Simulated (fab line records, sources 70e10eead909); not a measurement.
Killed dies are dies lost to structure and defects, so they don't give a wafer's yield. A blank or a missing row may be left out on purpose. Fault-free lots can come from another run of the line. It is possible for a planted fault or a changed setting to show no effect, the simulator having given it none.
Which tool was responsible? || flow nand-harc || 31 wafers from 11 lots sampled at 5 of the route's 1159 steps

## WHAT THE GAUGES SHOWED, per wafer
NHARC_END_SORT_01.
{"lot": "L433", "measured": "day 22 17:19", "on": "prober-01", "killed-at-array": "556 583", "killed-at-other": "0 0", "killed-at-periphery": "4 7", "killed-dies": "560 590", "killed-open": "3 8", "killed-short": "2 3"}

## EACH LOT AND THE TOOL THAT RAN IT (in order: tool; ch and the chambers of the sampled wafers; start)
{"lot": "L423", "NHARC_A_STAIRCASE_TRIM_189": "rie-diel-02 ch 0,3, day 11 07:00 or earlier", "NHARC_A_STAIRCASE_ETCH_190": "rie-diel-02 ch 1,3, day 11 07:00 or earlier", "NHARC_A_STAIRCASE_TRIM_198": "rie-diel-05 ch 0,1, day 11 07:00 or earlier", "NHARC_A_STAIRCASE_ETCH_199": "rie-diel-05 ch 0,1, day 11 07:00"}
{"lot": "L427", "NHARC_A_STAIRCASE_TRIM_189": "rie-diel-05 ch 0,3, day 11 22:22 or earlier", "NHARC_A_STAIRCASE_ETCH_190": "rie-diel-05 ch 1,2, day 11 22:22 or earlier", "NHARC_A_STAIRCASE_TRIM_198": "rie-diel-05 ch 2,3, day 11 22:22 or earlier", "NHARC_A_STAIRCASE_ETCH_199": "rie-diel-05 ch 0,1,3, day 11 22:22"}
{"lot": "L432", "NHARC_A_STAIRCASE_TRIM_189": "rie-diel-02 ch 0,1, day 13 09:26 or earlier", "NHARC_A_STAIRCASE_ETCH_190": "rie-diel-02 ch 0,3, day 13 09:26 or earlier", "NHARC_A_STAIRCASE_TRIM_198": "rie-diel-02 ch 2,3, day 13 09:26 or earlier", "NHARC_A_STAIRCASE_ETCH_199": "rie-diel-02 ch 0,3, day 13 09:26"}
{"lot": "L433", "NHARC_A_STAIRCASE_TRIM_189": "rie-diel-05 ch 0,1, day 13 18:14 or earlier", "NHARC_A_STAIRCASE_ETCH_190": "rie-diel-05 ch 0,1, day 13 18:14 or earlier", "NHARC_A_STAIRCASE_TRIM_198": "rie-diel-02 ch 2,3, day 13 18:14 or earlier", "NHARC_A_STAIRCASE_ETCH_199": "rie-diel-02 ch 2,3, day 13 18:14"}
{"lot": "L436", "NHARC_A_STAIRCASE_TRIM_189": "rie-diel-02 ch 2,3, day 14 00:14 or earlier", "NHARC_A_STAIRCASE_ETCH_190": "rie-diel-02 ch 0,1,2, day 14 00:14 or earlier", "NHARC_A_STAIRCASE_TRIM_198": "rie-diel-05 ch 2,3, day 14 00:14 or earlier", "NHARC_A_STAIRCASE_ETCH_199": "rie-diel-05 ch 0,3, day 14 00:14"}
{"lot": "L438", "NHARC_A_STAIRCASE_TRIM_189": "rie-diel-05 ch 0,3, day 14 19:16 or earlier", "NHARC_A_STAIRCASE_ETCH_190": "rie-diel-05 ch 0,1,3, day 14 19:16 or earlier", "NHARC_A_STAIRCASE_TRIM_198": "rie-diel-11 ch 0,1,2, day 14 19:16 or earlier", "NHARC_A_STAIRCASE_ETCH_199": "rie-diel-11 ch 0,1,2, day 14 19:16"}
{"lot": "L437", "NHARC_A_STAIRCASE_TRIM_189": "rie-diel-05 ch 0,1,3, day 14 19:40 or earlier", "NHARC_A_STAIRCASE_ETCH_190": "rie-diel-05 ch 0,2,3, day 14 19:40 or earlier", "NHARC_A_STAIRCASE_TRIM_198": "rie-diel-11 ch 0,1, day 14 19:40 or earlier", "NHARC_A_STAIRCASE_ETCH_199": "rie-diel-11 ch 0,1,2, day 14 19:40"}
{"lot": "L439", "NHARC_A_STAIRCASE_TRIM_189": "rie-diel-11 ch 0,1,2, day 15 05:43 or earlier", "NHARC_A_STAIRCASE_ETCH_190": "rie-diel-11 ch 0,2, day 15 05:43 or earlier", "NHARC_A_STAIRCASE_TRIM_198": "rie-diel-11 ch 0,1,2, day 15 05:43 or earlier", "NHARC_A_STAIRCASE_ETCH_199": "rie-diel-11 ch 1,2, day 15 05:43"}
{"lot": "L441", "NHARC_A_STAIRCASE_TRIM_189": "rie-diel-02 ch 0,1,2, day 15 06:23 or earlier", "NHARC_A_STAIRCASE_ETCH_190": "rie-diel-02 ch 2,3, day 15 06:23 or earlier", "NHARC_A_STAIRCASE_TRIM_198": "rie-diel-11 ch 0,2, day 15 06:23 or earlier", "NHARC_A_STAIRCASE_ETCH_199": "rie-diel-11 ch 0,1,2, day 15 06:23"}
{"lot": "L445", "NHARC_A_STAIRCASE_TRIM_189": "rie-diel-05 ch 0,2, day 16 14:23 or earlier", "NHARC_A_STAIRCASE_ETCH_190": "rie-diel-05 ch 0,2, day 16 14:23 or earlier", "NHARC_A_STAIRCASE_TRIM_198": "rie-diel-05 ch 2,3, day 16 14:23 or earlier", "NHARC_A_STAIRCASE_ETCH_199": "rie-diel-05 ch 0,2, day 16 14:23"}
{"lot": "L446", "NHARC_A_STAIRCASE_TRIM_189": "rie-diel-11 ch 0,1,3, day 17 04:25 or earlier", "NHARC_A_STAIRCASE_ETCH_190": "rie-diel-11 ch 0,3, day 17 04:25 or earlier", "NHARC_A_STAIRCASE_TRIM_198": "rie-diel-11 ch 0,3, day 17 04:25 or earlier", "NHARC_A_STAIRCASE_ETCH_199": "rie-diel-11 ch 0,2,3, day 17 04:25"}
- NHARC_A_STAIRCASE_TRIM_189: chemistry O2, time 211.2 s.
- NHARC_A_STAIRCASE_ETCH_190: etches the open film in C4F8/O2, target depth 100 nm, time 40.5 s.
- NHARC_A_STAIRCASE_TRIM_198: chemistry O2, time 211.2 s.
- NHARC_A_STAIRCASE_ETCH_199: etches the open film in C4F8/O2, target depth 100 nm, time 40.5 s.

## WHAT THE TOOLS THEMSELVES READ (means of the sampled wafers that have a number; where no wafer has one, the mark that the record gives instead)
NHARC_A_STAIRCASE_TRIM_189.
{"lot": "L423", "tool": "rie-diel-02", "drypump-motor-current-A (A)": 5.50, "oes-product-au (a.u.)": 1.006, "rf-vpp-V (V)": 57.3, "showerhead-plenum-p-Torr (Torr)": 3.48, "throttle-valve-pct (%)": 17.033}
{"lot": "L427", "tool": "rie-diel-05", "drypump-motor-current-A (A)": 5.59, "oes-product-au (a.u.)": 0.988, "rf-vpp-V (V)": 58.4, "showerhead-plenum-p-Torr (Torr)": 3.57, "throttle-valve-pct (%)": 17.026}
{"lot": "L432", "tool": "rie-diel-02", "drypump-motor-current-A (A)": 5.56, "oes-product-au (a.u.)": 1.007, "rf-vpp-V (V)": 57.7, "showerhead-plenum-p-Torr (Torr)": 3.38, "throttle-valve-pct (%)": 17.044}
{"lot": "L433", "tool": "rie-diel-05", "drypump-motor-current-A (A)": 5.66, "oes-product-au (a.u.)": 0.995, "rf-vpp-V (V)": 57.8, "showerhead-plenum-p-Torr (Torr)": 3.50, "throttle-valve-pct (%)": 17.039}
{"lot": "L436", "tool": "rie-diel-02", "drypump-motor-current-A (A)": 5.74, "oes-product-au (a.u.)": 1.017, "rf-vpp-V (V)": 57.2, "showerhead-plenum-p-Torr (Torr)": 3.48, "throttle-valve-pct (%)": 17.033}
{"lot": "L438", "tool": "rie-diel-05", "drypump-motor-current-A (A)": 5.59, "oes-product-au (a.u.)": 0.986, "rf-vpp-V (V)": 58.4, "showerhead-plenum-p-Torr (Torr)": 3.47, "throttle-valve-pct (%)": 17.040}
{"lot": "L437", "tool": "rie-diel-05", "drypump-motor-current-A (A)": 5.63, "oes-product-au (a.u.)": 1.003, "rf-vpp-V (V)": 56.9, "showerhead-plenum-p-Torr (Torr)": 3.54, "throttle-valve-pct (%)": 17.041}
{"lot": "L439", "tool": "rie-diel-11", "drypump-motor-current-A (A)": 5.93, "oes-product-au (a.u.)": 0.998, "rf-vpp-V (V)": 57.1, "showerhead-plenum-p-Torr (Torr)": 3.35, "throttle-valve-pct (%)": 17.037}
{"lot": "L441", "tool": "rie-diel-02", "drypump-motor-current-A (A)": 5.66, "oes-product-au (a.u.)": 1.010, "rf-vpp-V (V)": 57.6, "showerhead-plenum-p-Torr (Torr)": 3.54, "throttle-valve-pct (%)": 17.036}
{"lot": "L445", "tool": "rie-diel-05", "drypump-motor-current-A (A)": 5.59, "oes-product-au (a.u.)": 1.009, "rf-vpp-V (V)": 56.5, "showerhead-plenum-p-Torr (Torr)": 3.43, "throttle-valve-pct (%)": 17.036}
{"lot": "L446", "tool": "rie-diel-11", "drypump-motor-current-A (A)": 5.71, "oes-product-au (a.u.)": 1.006, "rf-vpp-V (V)": 57.9, "showerhead-plenum-p-Torr (Torr)": 3.44, "throttle-valve-pct (%)": 17.026}

NHARC_A_STAIRCASE_ETCH_190.
{"lot": "L423", "tool": "rie-diel-02", "oes-product-au (a.u.)": 0.949, "rf-vpp-V (V)": 896}
{"lot": "L427", "tool": "rie-diel-05", "oes-product-au (a.u.)": 0.939, "rf-vpp-V (V)": 899}
{"lot": "L432", "tool": "rie-diel-02", "oes-product-au (a.u.)": 0.941, "rf-vpp-V (V)": 891}
{"lot": "L433", "tool": "rie-diel-05", "oes-product-au (a.u.)": 0.934, "rf-vpp-V (V)": 895}
{"lot": "L436", "tool": "rie-diel-02", "oes-product-au (a.u.)": 0.949, "rf-vpp-V (V)": 890}
{"lot": "L438", "tool": "rie-diel-05", "oes-product-au (a.u.)": 0.941, "rf-vpp-V (V)": 897}
{"lot": "L437", "tool": "rie-diel-05", "oes-product-au (a.u.)": 0.933, "rf-vpp-V (V)": 897}
{"lot": "L439", "tool": "rie-diel-11", "oes-product-au (a.u.)": 0.936, "rf-vpp-V (V)": 890}
{"lot": "L441", "tool": "rie-diel-02", "oes-product-au (a.u.)": 0.930, "rf-vpp-V (V)": 895}
{"lot": "L445", "tool": "rie-diel-05", "oes-product-au (a.u.)": 0.947, "rf-vpp-V (V)": 894}
{"lot": "L446", "tool": "rie-diel-11", "oes-product-au (a.u.)": 0.945, "rf-vpp-V (V)": 893}

NHARC_A_STAIRCASE_TRIM_198.
{"lot": "L423", "tool": "rie-diel-05", "drypump-motor-current-A (A)": 5.65, "oes-product-au (a.u.)": 0.996, "rf-vpp-V (V)": 58.1, "showerhead-plenum-p-Torr (Torr)": 3.54, "throttle-valve-pct (%)": 17.039}
{"lot": "L427", "tool": "rie-diel-05", "drypump-motor-current-A (A)": 5.51, "oes-product-au (a.u.)": 0.997, "rf-vpp-V (V)": 58.1, "showerhead-plenum-p-Torr (Torr)": 3.61, "throttle-valve-pct (%)": 17.033}
{"lot": "L432", "tool": "rie-diel-02", "drypump-motor-current-A (A)": 5.76, "oes-product-au (a.u.)": 1.015, "rf-vpp-V (V)": 57.7, "showerhead-plenum-p-Torr (Torr)": 3.44, "throttle-valve-pct (%)": 17.037}
{"lot": "L433", "tool": "rie-diel-02", "drypump-motor-current-A (A)": 5.76, "oes-product-au (a.u.)": 1.010, "rf-vpp-V (V)": 57.4, "showerhead-plenum-p-Torr (Torr)": 3.44, "throttle-valve-pct (%)": 17.038}
{"lot": "L436", "tool": "rie-diel-05", "drypump-motor-current-A (A)": 5.52, "oes-product-au (a.u.)": 0.994, "rf-vpp-V (V)": 57.5, "showerhead-plenum-p-Torr (Torr)": 3.62, "throttle-valve-pct (%)": 17.045}
{"lot": "L438", "tool": "rie-diel-11", "drypump-motor-current-A (A)": 5.89, "oes-product-au (a.u.)": 1.002, "rf-vpp-V (V)": 57.4, "showerhead-plenum-p-Torr (Torr)": 3.35, "throttle-valve-pct (%)": 17.034}
{"lot": "L437", "tool": "rie-diel-11", "drypump-motor-current-A (A)": 5.78, "oes-product-au (a.u.)": 0.996, "rf-vpp-V (V)": 57.2, "showerhead-plenum-p-Torr (Torr)": 3.34, "throttle-valve-pct (%)": 17.034}
{"lot": "L439", "tool": "rie-diel-11", "drypump-motor-current-A (A)": 5.87, "oes-product-au (a.u.)": 0.998, "rf-vpp-V (V)": 57.9, "showerhead-plenum-p-Torr (Torr)": 3.35, "throttle-valve-pct (%)": 17.034}
{"lot": "L441", "tool": "rie-diel-11", "drypump-motor-current-A (A)": 6.06, "oes-product-au (a.u.)": 1.003, "rf-vpp-V (V)": 57.1, "showerhead-plenum-p-Torr (Torr)": 3.36, "throttle-valve-pct (%)": 17.040}
{"lot": "L445", "tool": "rie-diel-05", "drypump-motor-current-A (A)": 5.55, "oes-product-au (a.u.)": 1.002, "rf-vpp-V (V)": 58.1, "showerhead-plenum-p-Torr (Torr)": 3.61, "throttle-valve-pct (%)": 17.041}
{"lot": "L446", "tool": "rie-diel-11", "drypump-motor-current-A (A)": 5.89, "oes-product-au (a.u.)": 1.004, "rf-vpp-V (V)": 58.3, "showerhead-plenum-p-Torr (Torr)": 3.45, "throttle-valve-pct (%)": 17.036}

NHARC_A_STAIRCASE_ETCH_199.
{"lot": "L423", "tool": "rie-diel-05", "oes-product-au (a.u.)": 0.933, "rf-vpp-V (V)": 895}
{"lot": "L427", "tool": "rie-diel-05", "oes-product-au (a.u.)": 0.924, "rf-vpp-V (V)": 896}
{"lot": "L432", "tool": "rie-diel-02", "oes-product-au (a.u.)": 1.107, "rf-vpp-V (V)": 892}
{"lot": "L433", "tool": "rie-diel-02", "oes-product-au (a.u.)": 1.103, "rf-vpp-V (V)": 892}
{"lot": "L436", "tool": "rie-diel-05", "oes-product-au (a.u.)": 0.933, "rf-vpp-V (V)": 897}
{"lot": "L438", "tool": "rie-diel-11", "oes-product-au (a.u.)": 0.929, "rf-vpp-V (V)": 890}
{"lot": "L437", "tool": "rie-diel-11", "oes-product-au (a.u.)": 0.941, "rf-vpp-V (V)": 889}
{"lot": "L439", "tool": "rie-diel-11", "oes-product-au (a.u.)": 0.941, "rf-vpp-V (V)": 889}
{"lot": "L441", "tool": "rie-diel-11", "oes-product-au (a.u.)": 0.939, "rf-vpp-V (V)": 890}
{"lot": "L445", "tool": "rie-diel-05", "oes-product-au (a.u.)": 0.926, "rf-vpp-V (V)": 892}
{"lot": "L446", "tool": "rie-diel-11", "oes-product-au (a.u.)": 0.944, "rf-vpp-V (V)": 893}

## THE ANSWER, worked out from the rows above alone
Rule: the usual values come from the lots themselves. The widest of any qualifying gaps counts: lots, ordered by their means at a reading, are off when they make up no more than a third of the lots, leave a main group of 4 or more, and stand apart from it by 3 or more times the standard deviation of that group's means. A main group is skipped when, at the precision printed for the reading in the tables above, its means are all equal. A lot without any number at a reading at which 4 lots or more have one is off too. Any other lot the step has rows for is counted as sound. The gauges are gone through in route order, then the tools' own readings, and for those a lot's mean is taken as printed above. The first step at which some lot is off is used, and at that step the reading that is off furthest; a lot without a number counts as furthest.
Off: L432, L433, at NHARC_A_STAIRCASE_ETCH_199 (oes-product-au). The main group: mean 0.934 a.u., standard deviation 0.0068.
If a tool, at that step or one of the process steps before it, ran each lot that is off and ran no sound lot following the first of them, it fits. NHARC_A_STAIRCASE_TRIM_189 gives no start for some lots, so the hours and the order of its lots are those of NHARC_A_STAIRCASE_ETCH_199. NHARC_A_STAIRCASE_ETCH_190 gives no start for some lots, so the hours and the order of its lots are those of NHARC_A_STAIRCASE_ETCH_199. NHARC_A_STAIRCASE_TRIM_198 gives no start for some lots, so the hours and the order of its lots are those of NHARC_A_STAIRCASE_ETCH_199. One candidate fits, namely rie-diel-02 at NHARC_A_STAIRCASE_TRIM_198 and NHARC_A_STAIRCASE_ETCH_199. It ran no sound lot before its first lot that is off in this sample, so the start can't be narrowed down.

## WHAT THE SIMULATOR HAD INSERTED
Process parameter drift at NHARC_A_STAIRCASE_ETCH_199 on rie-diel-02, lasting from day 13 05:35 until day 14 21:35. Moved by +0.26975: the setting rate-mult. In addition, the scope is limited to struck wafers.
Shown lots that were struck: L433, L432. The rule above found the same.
